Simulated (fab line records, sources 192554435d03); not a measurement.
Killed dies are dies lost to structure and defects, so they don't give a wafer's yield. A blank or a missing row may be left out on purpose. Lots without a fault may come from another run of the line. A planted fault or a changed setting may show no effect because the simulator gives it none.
Split-lot experiment | flow n5_finfet | 7 lots, 21 wafers read, on a route of 1938 steps

THE SPLIT
At N5_BEOL_M13_COAT_66 (time 60 s, resist thk 110 nm), the setting spin_rpm was moved away from the recipe's 1500 rpm on 6 of the 21 wafers read, by -7.9% to +6.9%. The other wafers ran this setting at the recipe's value.

FROM THE SPLIT TO THE READING: what the file shows between them, 2 steps
- N5_BEOL_M13_DESCUM_33: chemistry O2, time 7.9 s (also split here: time_s)
- N5_BEOL_M13_ETCH_67: etches SiARC in CF4, target depth 143 nm, time 238.3 s

THE READING
SiARC_of_BEOL_M13_COAT_66.thk_nm (the simulator's own value, which no gauge read), in nm, at N5_BEOL_M13_ETCH_68 (etches SOC in N2/H2, time 355 s). The file gives no usual value for it. The 15 wafers here that ran the recipe average 76.4 nm, standard deviation 0.67 nm.

wafer  | tool, chamber at the split | spin_rpm as run, rpm | against the recipe | SiARC_of_BEOL_M13_COAT_66.thk_nm, nm | against lot-mates on the recipe
L080.4 | litho_track-02, 0          | 1500                 | recipe             | 76.4                                 | -
L080.5 | litho_track-02, 0          | 1500                 | recipe             | 76.2                                 | -
L080.6 | litho_track-02, 0          | 1500                 | recipe             | 76                                   | -
L083.1 | litho_track-03, 0          | 1500                 | recipe             | 77.8                                 | -
L083.3 | litho_track-03, 0          | 1500                 | recipe             | 76.6                                 | -
L083.4 | litho_track-03, 0          | 1500                 | recipe             | 76.6                                 | -
L082.1 | litho_track-02, 0          | 1500                 | recipe             | 77                                   | -
L082.3 | litho_track-02, 0          | 1545                 | +3.0%              | 75.8                                 | -1.2
L082.4 | litho_track-02, 0          | 1545                 | +3.0%              | 74.4                                 | -2.6
L085.1 | litho_track-05, 0          | 1500                 | recipe             | 76.6                                 | -
L085.2 | litho_track-05, 0          | 1603                 | +6.9%              | 72.2                                 | -3.9
L085.3 | litho_track-05, 0          | 1500                 | recipe             | 75.6                                 | -
L087.3 | litho_track-03, 0          | 1382                 | -7.9%              | 81.8                                 | +4.2
L087.4 | litho_track-03, 0          | 1382                 | -7.9%              | 81.6                                 | +4.0
L087.6 | litho_track-03, 0          | 1500                 | recipe             | 77.6                                 | -
L092.1 | litho_track-05, 0          | 1500                 | recipe             | 76.2                                 | -
L092.4 | litho_track-05, 0          | 1444                 | -3.7%              | 79.8                                 | +3.4
L092.5 | litho_track-05, 0          | 1500                 | recipe             | 76.6                                 | -
L093.1 | litho_track-02, 0          | 1500                 | recipe             | 75.2                                 | -
L093.4 | litho_track-02, 0          | 1500                 | recipe             | 75.8                                 | -
L093.6 | litho_track-02, 0          | 1500                 | recipe             | 76                                   | -

THE FIT
A straight line over all 21 wafers: SiARC_of_BEOL_M13_COAT_66.thk_nm changes by -0.649 nm for each +1% of spin_rpm; r = -0.95; the points scatter about the line by 0.7 nm.
The same after taking each lot's own level away (the mean of its wafers on the recipe; 21 wafers): -0.569 nm for each +1%; r = -0.96; scatter 0.51 nm.
On that fit, the largest move of spin_rpm shifts the reading by 4.5 nm.
The lots' own levels span 75.67 to 77.60 nm, that is 2.9 times the standard deviation above.
So the lot-to-lot level changes the slope: the two fits differ.
Check: with one of the wafers moved furthest among these (-7.9%) left out of the fit, the line predicts +4.62 nm for it against its lot-mates. It came out at +4.2 nm against them.

OTHER SPLITS ON THESE WAFERS
These wafers also went through other splits before the reading. Each is held against what the fit with the lots' levels taken away leaves over:
other split on the same wafers | wafers away from the commonest value | r with SiARC_of_BEOL_M13_COAT_66.thk_nm (lot level and that fit taken away)
N5_BEOL_M12_EXPOSE_07 dose_mj  | 11                                   | +0.16
N5_BEOL_M13_DESCUM_33 time_s   | 4                                    | +0.07

THE WHOLE CHAIN: every reading that the file lists as answering this split, in the file's order
step                | what it does                                           | reading                                                                           | change (the file's fit)               | r (the file's)
N5_BEOL_M13_COAT_66 | time 60 s, resist thk 110 nm                           | SiARC_of_BEOL_M13_COAT_66.thk_nm (the simulator's own value, which no gauge read) | -0.528 nm for each +1% of the setting | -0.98
N5_BEOL_M13_ETCH_67 | etches SiARC in CF4, target depth 143 nm, time 238.3 s | etch.depth_nm (the simulator's own value, which no gauge read)                    | -0.531 nm for each +1% of the setting | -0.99
N5_BEOL_M13_ETCH_68 | etches SOC in N2/H2, time 355 s                        | SiARC_of_BEOL_M13_COAT_66.thk_nm (the simulator's own value, which no gauge read) | -0.587 nm for each +1% of the setting | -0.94

THE FILE'S OWN FIT
SiARC_of_BEOL_M13_COAT_66.thk_nm changes by -0.587 nm for each +1% of spin_rpm, r = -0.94.
